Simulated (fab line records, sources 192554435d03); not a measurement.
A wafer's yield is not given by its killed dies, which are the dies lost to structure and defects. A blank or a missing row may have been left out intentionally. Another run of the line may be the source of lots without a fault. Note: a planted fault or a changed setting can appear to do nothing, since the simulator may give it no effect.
Split-lot trial || flow n5_finfet || 21 wafers read across 7 lots, on a route 1938 steps long

== SPLIT DETAILS ==
At N5_BEOL_M4_COAT_05 (resist thk 30 nm), the setting spin_rpm was moved away from the recipe's 1500 rpm on 5 of the 21 wafers read, by -10.0% to +3.7%. For the rest of the wafers, this setting stayed at what the recipe calls for.

== FROM THE SPLIT TO THE READING: what the file shows between them, 4 steps ==
- N5_BEOL_M4_EXPOSE_08: exposes mask M4 (also split here: dose_mj)
- N5_BEOL_M4_PEB_09: peb time 60 s
- N5_BEOL_M4_DEVELOP_10: develop time 30 s
- N5_BEOL_M4_DESCUM_16: chemistry O2, time 7 s

== THE READING ==
CAR-EUV_of_BEOL_M4_COAT_05.thk_nm (the simulator's own value, which no gauge read), in nm, at N5_BEOL_M4_ETCH_74 (etches underlayer in N2/H2, target depth 6.5 nm, time 5.2 s). The file does not state a usual value for it. The 16 wafers here that ran the recipe average 20.4 nm, standard deviation 0.12 nm.

{"wafer": "L075.1", "tool, chamber at the split": "litho_track-05, 0", "spin_rpm as run, rpm": 1500, "against the recipe": "recipe", "CAR-EUV_of_BEOL_M4_COAT_05.thk_nm, nm": 20.4, "against lot-mates on the recipe": "-"}
{"wafer": "L075.3", "tool, chamber at the split": "litho_track-05, 0", "spin_rpm as run, rpm": 1500, "against the recipe": "recipe", "CAR-EUV_of_BEOL_M4_COAT_05.thk_nm, nm": 20.4, "against lot-mates on the recipe": "-"}
{"wafer": "L075.4", "tool, chamber at the split": "litho_track-05, 0", "spin_rpm as run, rpm": 1500, "against the recipe": "recipe", "CAR-EUV_of_BEOL_M4_COAT_05.thk_nm, nm": 20.6, "against lot-mates on the recipe": "-"}
{"wafer": "L076.1", "tool, chamber at the split": "litho_track-02, 0", "spin_rpm as run, rpm": 1500, "against the recipe": "recipe", "CAR-EUV_of_BEOL_M4_COAT_05.thk_nm, nm": 20.4, "against lot-mates on the recipe": "-"}
{"wafer": "L076.2", "tool, chamber at the split": "litho_track-02, 0", "spin_rpm as run, rpm": 1500, "against the recipe": "recipe", "CAR-EUV_of_BEOL_M4_COAT_05.thk_nm, nm": 20.4, "against lot-mates on the recipe": "-"}
{"wafer": "L076.6", "tool, chamber at the split": "litho_track-02, 0", "spin_rpm as run, rpm": 1500, "against the recipe": "recipe", "CAR-EUV_of_BEOL_M4_COAT_05.thk_nm, nm": 20.4, "against lot-mates on the recipe": "-"}
{"wafer": "L077.2", "tool, chamber at the split": "litho_track-05, 0", "spin_rpm as run, rpm": 1556, "against the recipe": "+3.7%", "CAR-EUV_of_BEOL_M4_COAT_05.thk_nm, nm": 20, "against lot-mates on the recipe": -0.6}
{"wafer": "L077.5", "tool, chamber at the split": "litho_track-05, 0", "spin_rpm as run, rpm": 1500, "against the recipe": "recipe", "CAR-EUV_of_BEOL_M4_COAT_05.thk_nm, nm": 20.6, "against lot-mates on the recipe": "-"}
{"wafer": "L077.6", "tool, chamber at the split": "litho_track-05, 0", "spin_rpm as run, rpm": 1556, "against the recipe": "+3.7%", "CAR-EUV_of_BEOL_M4_COAT_05.thk_nm, nm": 19.6, "against lot-mates on the recipe": -1.0}
{"wafer": "L080.4", "tool, chamber at the split": "litho_track-02, 0", "spin_rpm as run, rpm": 1500, "against the recipe": "recipe", "CAR-EUV_of_BEOL_M4_COAT_05.thk_nm, nm": 20.4, "against lot-mates on the recipe": "-"}
{"wafer": "L080.5", "tool, chamber at the split": "litho_track-02, 0", "spin_rpm as run, rpm": 1500, "against the recipe": "recipe", "CAR-EUV_of_BEOL_M4_COAT_05.thk_nm, nm": 20.2, "against lot-mates on the recipe": "-"}
{"wafer": "L080.6", "tool, chamber at the split": "litho_track-02, 0", "spin_rpm as run, rpm": 1500, "against the recipe": "recipe", "CAR-EUV_of_BEOL_M4_COAT_05.thk_nm, nm": 20.2, "against lot-mates on the recipe": "-"}
{"wafer": "L087.1", "tool, chamber at the split": "litho_track-03, 0", "spin_rpm as run, rpm": 1500, "against the recipe": "recipe", "CAR-EUV_of_BEOL_M4_COAT_05.thk_nm, nm": 20.2, "against lot-mates on the recipe": "-"}
{"wafer": "L087.2", "tool, chamber at the split": "litho_track-03, 0", "spin_rpm as run, rpm": 1350, "against the recipe": "-10.0%", "CAR-EUV_of_BEOL_M4_COAT_05.thk_nm, nm": 21.8, "against lot-mates on the recipe": "+1.6"}
{"wafer": "L087.4", "tool, chamber at the split": "litho_track-03, 0", "spin_rpm as run, rpm": 1500, "against the recipe": "recipe", "CAR-EUV_of_BEOL_M4_COAT_05.thk_nm, nm": 20.2, "against lot-mates on the recipe": "-"}
{"wafer": "L089.2", "tool, chamber at the split": "litho_track-05, 0", "spin_rpm as run, rpm": 1500, "against the recipe": "recipe", "CAR-EUV_of_BEOL_M4_COAT_05.thk_nm, nm": 20.4, "against lot-mates on the recipe": "-"}
{"wafer": "L089.3", "tool, chamber at the split": "litho_track-05, 0", "spin_rpm as run, rpm": 1500, "against the recipe": "recipe", "CAR-EUV_of_BEOL_M4_COAT_05.thk_nm, nm": 20.4, "against lot-mates on the recipe": "-"}
{"wafer": "L089.5", "tool, chamber at the split": "litho_track-05, 0", "spin_rpm as run, rpm": 1500, "against the recipe": "recipe", "CAR-EUV_of_BEOL_M4_COAT_05.thk_nm, nm": 20.4, "against lot-mates on the recipe": "-"}
{"wafer": "L090.1", "tool, chamber at the split": "litho_track-05, 0", "spin_rpm as run, rpm": 1448, "against the recipe": "-3.5%", "CAR-EUV_of_BEOL_M4_COAT_05.thk_nm, nm": 21, "against lot-mates on the recipe": "+0.6"}
{"wafer": "L090.2", "tool, chamber at the split": "litho_track-05, 0", "spin_rpm as run, rpm": 1448, "against the recipe": "-3.5%", "CAR-EUV_of_BEOL_M4_COAT_05.thk_nm, nm": 20.8, "against lot-mates on the recipe": "+0.4"}
{"wafer": "L090.4", "tool, chamber at the split": "litho_track-05, 0", "spin_rpm as run, rpm": 1500, "against the recipe": "recipe", "CAR-EUV_of_BEOL_M4_COAT_05.thk_nm, nm": 20.4, "against lot-mates on the recipe": "-"}

THE FIT
A straight line over all 21 wafers: CAR-EUV_of_BEOL_M4_COAT_05.thk_nm changes by -0.146 nm for each +1% of spin_rpm; r = -0.95; the points scatter about the line by 0.13 nm.
The same after taking each lot's own level away (the mean of its wafers on the recipe; 21 wafers): -0.169 nm for each +1%; r = -0.98; scatter 0.11 nm.
According to that fit, moving spin_rpm by its largest amount changes the reading by 1.7 nm.
The span of the lots' own levels, 20.20 to 20.60 nm, comes to 3.3 times the standard deviation stated above.
So the lot-to-lot level changes the slope: the two fits differ.
Check: +1.79 nm against its lot-mates is what the line predicts for one of the wafers moved furthest among these (-10.0%) when that wafer is left out of the fit. Against them it came out at +1.6 nm.

== THESE WAFERS: OTHER SPLITS ==
Note: prior to the reading, these wafers also went through further splits. Each is held against what the fit with the lots' levels taken away leaves over:
{"other split on the same wafers": "N5_BEOL_M3_EXPOSE_08 dose_mj", "wafers away from the commonest value": 9, "r with CAR-EUV_of_BEOL_M4_COAT_05.thk_nm (lot level and that fit taken away)": -0.19}
{"other split on the same wafers": "N5_BEOL_M4_COAT_61 spin_rpm", "wafers away from the commonest value": 7, "r with CAR-EUV_of_BEOL_M4_COAT_05.thk_nm (lot level and that fit taken away)": -0.14}
{"other split on the same wafers": "N5_BEOL_M4_COAT_73 spin_rpm", "wafers away from the commonest value": 4, "r with CAR-EUV_of_BEOL_M4_COAT_05.thk_nm (lot level and that fit taken away)": "+0.26"}
{"other split on the same wafers": "N5_BEOL_M4_EXPOSE_08 dose_mj", "wafers away from the commonest value": 7, "r with CAR-EUV_of_BEOL_M4_COAT_05.thk_nm (lot level and that fit taken away)": "+0.12"}

== THE WHOLE CHAIN: every reading that the file lists as answering this split, in the file's order ==
{"step": "N5_BEOL_M4_COAT_05", "what it does": "resist thk 30 nm", "reading": "CAR-EUV_of_BEOL_M4_COAT_05.thk_nm (the simulator's own value, which no gauge read)", "change (the file's fit)": "-0.156 nm for each +1% of the setting", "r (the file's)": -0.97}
{"step": "N5_BEOL_M4_DESCUM_16", "what it does": "chemistry O2, time 7 s", "reading": "CAR-EUV_of_BEOL_M4_COAT_05.thk_nm (the simulator's own value, which no gauge read)", "change (the file's fit)": "-0.153 nm for each +1% of the setting", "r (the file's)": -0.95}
{"step": "N5_BEOL_M4_ETCH_74", "what it does": "etches underlayer in N2/H2, target depth 6.5 nm, time 5.2 s", "reading": "CAR-EUV_of_BEOL_M4_COAT_05.thk_nm (the simulator's own value, which no gauge read)", "change (the file's fit)": "-0.165 nm for each +1% of the setting", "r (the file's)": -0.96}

== THE FILE'S OWN FIT ==
CAR-EUV_of_BEOL_M4_COAT_05.thk_nm changes by -0.165 nm for each +1% of spin_rpm, r = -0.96.
